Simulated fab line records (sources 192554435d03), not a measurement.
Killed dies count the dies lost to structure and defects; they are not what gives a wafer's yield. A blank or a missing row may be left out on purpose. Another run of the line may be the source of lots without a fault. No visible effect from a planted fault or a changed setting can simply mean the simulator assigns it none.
Split-lot trial || flow n5_finfet || 7 lots, 39 wafers read, on a route of 1938 steps

== SPLIT DETAILS ==
At N5_FIN_CUT_CUT_ETCH_26 (etches SiNx in CH3F/O2, target depth 39 nm, time 55.7 s), the setting time_s was moved away from the recipe's 55.7 s on 9 of the 39 wafers read, by -14.8% to +18.9%. All remaining wafers had this setting at the recipe value.

Split to reading: the file shows no intervening step.

== THE READING ==
SOC_of_FIN_CUT_COAT_18.thk_nm (the simulator's own value, which no gauge read), in nm, at N5_FIN_CUT_CUT_ETCH_27 (etches SiO2 in CHF3/O2, target depth 4 nm, overetch 2 nm, time 4.9 s). The file gives no usual value for it. Average 208.1 nm, standard deviation 0.81 nm, over the 30 wafers here run with the recipe.

{"wafer": "L079.1", "tool, chamber at the split": "rie_diel-02, 2", "time_s as run, s": 55.7, "against the recipe": "recipe", "SOC_of_FIN_CUT_COAT_18.thk_nm, nm": 208.2, "against lot-mates on the recipe": "-"}
{"wafer": "L079.2", "tool, chamber at the split": "rie_diel-02, 3", "time_s as run, s": 55.7, "against the recipe": "recipe", "SOC_of_FIN_CUT_COAT_18.thk_nm, nm": 206.6, "against lot-mates on the recipe": "-"}
{"wafer": "L079.5", "tool, chamber at the split": "rie_diel-02, 3", "time_s as run, s": 55.7, "against the recipe": "recipe", "SOC_of_FIN_CUT_COAT_18.thk_nm, nm": 207.4, "against lot-mates on the recipe": "-"}
{"wafer": "L081.1", "tool, chamber at the split": "rie_diel-02, 2", "time_s as run, s": 63.32, "against the recipe": "+13.7%", "SOC_of_FIN_CUT_COAT_18.thk_nm, nm": 205.8, "against lot-mates on the recipe": -2.7}
{"wafer": "L081.4", "tool, chamber at the split": "rie_diel-02, 1", "time_s as run, s": 63.32, "against the recipe": "+13.7%", "SOC_of_FIN_CUT_COAT_18.thk_nm, nm": 205.8, "against lot-mates on the recipe": -2.7}
{"wafer": "L081.2", "tool, chamber at the split": "rie_diel-02, 1", "time_s as run, s": 55.7, "against the recipe": "recipe", "SOC_of_FIN_CUT_COAT_18.thk_nm, nm": 208.4, "against lot-mates on the recipe": "-"}
{"wafer": "L081.5", "tool, chamber at the split": "rie_diel-02, 2", "time_s as run, s": 55.7, "against the recipe": "recipe", "SOC_of_FIN_CUT_COAT_18.thk_nm, nm": 208.4, "against lot-mates on the recipe": "-"}
{"wafer": "L081.3", "tool, chamber at the split": "rie_diel-02, 0", "time_s as run, s": 55.7, "against the recipe": "recipe", "SOC_of_FIN_CUT_COAT_18.thk_nm, nm": 208.8, "against lot-mates on the recipe": "-"}
{"wafer": "L081.6", "tool, chamber at the split": "rie_diel-02, 0", "time_s as run, s": 63.32, "against the recipe": "+13.7%", "SOC_of_FIN_CUT_COAT_18.thk_nm, nm": 205.6, "against lot-mates on the recipe": -2.9}
{"wafer": "L087.1", "tool, chamber at the split": "rie_diel-05, 2", "time_s as run, s": 66.2, "against the recipe": "+18.9%", "SOC_of_FIN_CUT_COAT_18.thk_nm, nm": 203.6, "against lot-mates on the recipe": -4.2}
{"wafer": "L087.2", "tool, chamber at the split": "rie_diel-05, 0", "time_s as run, s": 66.2, "against the recipe": "+18.9%", "SOC_of_FIN_CUT_COAT_18.thk_nm, nm": 204.4, "against lot-mates on the recipe": -3.4}
{"wafer": "L087.3", "tool, chamber at the split": "rie_diel-05, 3", "time_s as run, s": 55.7, "against the recipe": "recipe", "SOC_of_FIN_CUT_COAT_18.thk_nm, nm": 207.8, "against lot-mates on the recipe": "-"}
{"wafer": "L087.4", "tool, chamber at the split": "rie_diel-05, 1", "time_s as run, s": 55.7, "against the recipe": "recipe", "SOC_of_FIN_CUT_COAT_18.thk_nm, nm": 208, "against lot-mates on the recipe": "-"}
{"wafer": "L087.5", "tool, chamber at the split": "rie_diel-05, 1", "time_s as run, s": 55.7, "against the recipe": "recipe", "SOC_of_FIN_CUT_COAT_18.thk_nm, nm": 207.6, "against lot-mates on the recipe": "-"}
{"wafer": "L087.6", "tool, chamber at the split": "rie_diel-05, 2", "time_s as run, s": 66.2, "against the recipe": "+18.9%", "SOC_of_FIN_CUT_COAT_18.thk_nm, nm": 204.2, "against lot-mates on the recipe": -3.6}
{"wafer": "L088.1", "tool, chamber at the split": "rie_diel-01, 2", "time_s as run, s": 55.7, "against the recipe": "recipe", "SOC_of_FIN_CUT_COAT_18.thk_nm, nm": 208, "against lot-mates on the recipe": "-"}
{"wafer": "L088.2", "tool, chamber at the split": "rie_diel-01, 3", "time_s as run, s": 55.7, "against the recipe": "recipe", "SOC_of_FIN_CUT_COAT_18.thk_nm, nm": 207.6, "against lot-mates on the recipe": "-"}
{"wafer": "L088.3", "tool, chamber at the split": "rie_diel-01, 0", "time_s as run, s": 55.7, "against the recipe": "recipe", "SOC_of_FIN_CUT_COAT_18.thk_nm, nm": 207.6, "against lot-mates on the recipe": "-"}
{"wafer": "L088.4", "tool, chamber at the split": "rie_diel-01, 1", "time_s as run, s": 55.7, "against the recipe": "recipe", "SOC_of_FIN_CUT_COAT_18.thk_nm, nm": 208.6, "against lot-mates on the recipe": "-"}
{"wafer": "L088.5", "tool, chamber at the split": "rie_diel-01, 1", "time_s as run, s": 55.7, "against the recipe": "recipe", "SOC_of_FIN_CUT_COAT_18.thk_nm, nm": 207.8, "against lot-mates on the recipe": "-"}
{"wafer": "L088.6", "tool, chamber at the split": "rie_diel-01, 0", "time_s as run, s": 55.7, "against the recipe": "recipe", "SOC_of_FIN_CUT_COAT_18.thk_nm, nm": 207.8, "against lot-mates on the recipe": "-"}
{"wafer": "L089.1", "tool, chamber at the split": "rie_diel-01, 0", "time_s as run, s": 55.7, "against the recipe": "recipe", "SOC_of_FIN_CUT_COAT_18.thk_nm, nm": 208.6, "against lot-mates on the recipe": "-"}
{"wafer": "L089.2", "tool, chamber at the split": "rie_diel-01, 3", "time_s as run, s": 55.7, "against the recipe": "recipe", "SOC_of_FIN_CUT_COAT_18.thk_nm, nm": 208, "against lot-mates on the recipe": "-"}
{"wafer": "L089.3", "tool, chamber at the split": "rie_diel-01, 1", "time_s as run, s": 55.7, "against the recipe": "recipe", "SOC_of_FIN_CUT_COAT_18.thk_nm, nm": 208.4, "against lot-mates on the recipe": "-"}
{"wafer": "L089.4", "tool, chamber at the split": "rie_diel-01, 2", "time_s as run, s": 55.7, "against the recipe": "recipe", "SOC_of_FIN_CUT_COAT_18.thk_nm, nm": 209.6, "against lot-mates on the recipe": "-"}
{"wafer": "L089.5", "tool, chamber at the split": "rie_diel-01, 3", "time_s as run, s": 55.7, "against the recipe": "recipe", "SOC_of_FIN_CUT_COAT_18.thk_nm, nm": 208.8, "against lot-mates on the recipe": "-"}
{"wafer": "L089.6", "tool, chamber at the split": "rie_diel-01, 2", "time_s as run, s": 55.7, "against the recipe": "recipe", "SOC_of_FIN_CUT_COAT_18.thk_nm, nm": 209.8, "against lot-mates on the recipe": "-"}
{"wafer": "L091.1", "tool, chamber at the split": "rie_diel-01, 3", "time_s as run, s": 55.7, "against the recipe": "recipe", "SOC_of_FIN_CUT_COAT_18.thk_nm, nm": 207.8, "against lot-mates on the recipe": "-"}
{"wafer": "L091.2", "tool, chamber at the split": "rie_diel-01, 2", "time_s as run, s": 55.7, "against the recipe": "recipe", "SOC_of_FIN_CUT_COAT_18.thk_nm, nm": 208, "against lot-mates on the recipe": "-"}
{"wafer": "L091.3", "tool, chamber at the split": "rie_diel-01, 0", "time_s as run, s": 55.7, "against the recipe": "recipe", "SOC_of_FIN_CUT_COAT_18.thk_nm, nm": 207.4, "against lot-mates on the recipe": "-"}
{"wafer": "L091.6", "tool, chamber at the split": "rie_diel-01, 1", "time_s as run, s": 55.7, "against the recipe": "recipe", "SOC_of_FIN_CUT_COAT_18.thk_nm, nm": 207.4, "against lot-mates on the recipe": "-"}
{"wafer": "L091.4", "tool, chamber at the split": "rie_diel-01, 1", "time_s as run, s": 55.7, "against the recipe": "recipe", "SOC_of_FIN_CUT_COAT_18.thk_nm, nm": 207.2, "against lot-mates on the recipe": "-"}
{"wafer": "L091.5", "tool, chamber at the split": "rie_diel-01, 0", "time_s as run, s": 55.7, "against the recipe": "recipe", "SOC_of_FIN_CUT_COAT_18.thk_nm, nm": 206.6, "against lot-mates on the recipe": "-"}
{"wafer": "L094.1", "tool, chamber at the split": "rie_diel-01, 0", "time_s as run, s": 47.48, "against the recipe": "-14.8%", "SOC_of_FIN_CUT_COAT_18.thk_nm, nm": 211.4, "against lot-mates on the recipe": "+2.1"}
{"wafer": "L094.2", "tool, chamber at the split": "rie_diel-01, 1", "time_s as run, s": 55.7, "against the recipe": "recipe", "SOC_of_FIN_CUT_COAT_18.thk_nm, nm": 209.2, "against lot-mates on the recipe": "-"}
{"wafer": "L094.6", "tool, chamber at the split": "rie_diel-01, 1", "time_s as run, s": 55.7, "against the recipe": "recipe", "SOC_of_FIN_CUT_COAT_18.thk_nm, nm": 209.2, "against lot-mates on the recipe": "-"}
{"wafer": "L094.3", "tool, chamber at the split": "rie_diel-01, 2", "time_s as run, s": 55.7, "against the recipe": "recipe", "SOC_of_FIN_CUT_COAT_18.thk_nm, nm": 209.6, "against lot-mates on the recipe": "-"}
{"wafer": "L094.4", "tool, chamber at the split": "rie_diel-01, 0", "time_s as run, s": 47.48, "against the recipe": "-14.8%", "SOC_of_FIN_CUT_COAT_18.thk_nm, nm": 211, "against lot-mates on the recipe": "+1.7"}
{"wafer": "L094.5", "tool, chamber at the split": "rie_diel-01, 2", "time_s as run, s": 47.48, "against the recipe": "-14.8%", "SOC_of_FIN_CUT_COAT_18.thk_nm, nm": 212.2, "against lot-mates on the recipe": "+2.9"}

THE FIT
A straight line over all 39 wafers: SOC_of_FIN_CUT_COAT_18.thk_nm changes by -0.211 nm for each +1% of time_s; r = -0.91; the points scatter about the line by 0.76 nm.
The same after taking each lot's own level away (the mean of its wafers on the recipe; 39 wafers): -0.184 nm for each +1%; r = -0.95; scatter 0.47 nm.
That fit puts the effect of the largest move of time_s on the reading at 3.5 nm.
The lots' own levels span 207.40 to 209.33 nm, that is 2.4 times the standard deviation above.
Thus the slope moves with the lot-to-lot level: the two fits are different.
Check: for one of the wafers moved furthest among these (+18.9%), held out of the fit, the line's prediction against its lot-mates is -3.42 nm. Against them it came out at -4.2 nm.

== THE WHOLE CHAIN: every reading that the file lists as answering this split, in the file's order ==
{"step": "N5_FIN_CUT_CUT_ETCH_26", "what it does": "etches SiNx in CH3F/O2, target depth 39 nm, time 55.7 s", "reading": "etch.depth_nm (the simulator's own value, which no gauge read)", "change (the file's fit)": "+0.371 nm for each +1% of the setting", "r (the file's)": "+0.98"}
{"step": "N5_FIN_CUT_CUT_ETCH_26", "what it does": "etches SiNx in CH3F/O2, target depth 39 nm, time 55.7 s", "reading": "SOC_of_FIN_CUT_COAT_18.thk_nm (the simulator's own value, which no gauge read)", "change (the file's fit)": "-0.182 nm for each +1% of the setting", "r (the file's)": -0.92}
{"step": "N5_FIN_CUT_CUT_ETCH_27", "what it does": "etches SiO2 in CHF3/O2, target depth 4 nm, overetch 2 nm, time 4.9 s", "reading": "SOC_of_FIN_CUT_COAT_18.thk_nm (the simulator's own value, which no gauge read)", "change (the file's fit)": "-0.186 nm for each +1% of the setting", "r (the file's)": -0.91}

== THE FILE'S OWN FIT ==
SOC_of_FIN_CUT_COAT_18.thk_nm changes by -0.186 nm for each +1% of time_s, r = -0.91.
